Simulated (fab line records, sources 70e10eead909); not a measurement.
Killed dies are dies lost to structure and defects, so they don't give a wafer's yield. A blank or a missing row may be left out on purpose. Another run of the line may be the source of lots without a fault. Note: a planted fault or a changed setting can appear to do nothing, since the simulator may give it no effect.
Chamber matching	flow nand_harc	3 sister chambers for NHARC_A_STAIRCASE_DEP_325 on pecvd-04
The step deposits SiO2, target thk 7200 nm. 16 wafers are shown with their chamber, then 8 later ones without.

== WAFERS, EACH WITH ITS CHAMBER ==
wafer	chamber	heater_power_w (W)	heater_power_outer_w (W)
L077.1	0	655	398
L077.3	0	632	383
L077.6	0	633	392
L079.1	0	740	468
L079.3	2	755	455
L079.5	1	578	342
L081.2	1	679	417
L081.3	1	595	330
L081.5	1	588	343
L083.2	0	628	384
L083.3	2	747	460
L083.5	1	585	341
L084.4	2	630	357
L084.5	1	596	329
L084.6	0	644	386
L091.1	1	694	452

SIGNATURES, as means of the wafers listed above
reading	chamber 0	chamber 1	chamber 2	scatter within a chamber
heater_power_w	655.33	616.43	710.67	50.4
heater_power_outer_w	401.83	364.86	424.00	45.2
Rule: a wafer's distance from a chamber is the root of the sum, over the readings, of the square of ((its reading less the chamber's mean) divided by the reading's scatter). The wafer belongs to the nearest chamber; if the next one is less than 2 further off, it can't be placed. The scatter: take each reading less its chamber's mean, square it, sum over the shown wafers, divide by the number of wafers less the number of chambers, and take the root.

== WAFERS WHOSE CHAMBER IS MISSING ==
wafer	heater_power_w (W)	heater_power_outer_w (W)
L091.3	675	393
L091.5	638	384
L092.1	759	481
L092.2	697	437
L092.5	566	339
L093.1	783	494
L093.3	734	440
L093.4	635	377

== THE CHAMBER EACH PASSED THROUGH ==
wafer	from the rows above	in truth
L091.3	can't be placed: 0 or 2 or 1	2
L091.5	can't be placed: 0 or 1 or 2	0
L092.1	can't be placed: 2 or 0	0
L092.2	can't be placed: 2 or 0 or 1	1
L092.5	can't be placed: 1 or 0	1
L093.1	can't be placed: 2 or 0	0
L093.3	can't be placed: 2 or 0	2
L093.4	can't be placed: 1 or 0 or 2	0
0 of 8 placed correctly. These rows do not allow placing 8 (true chamber among the candidates in 8). 0 placed wrongly.
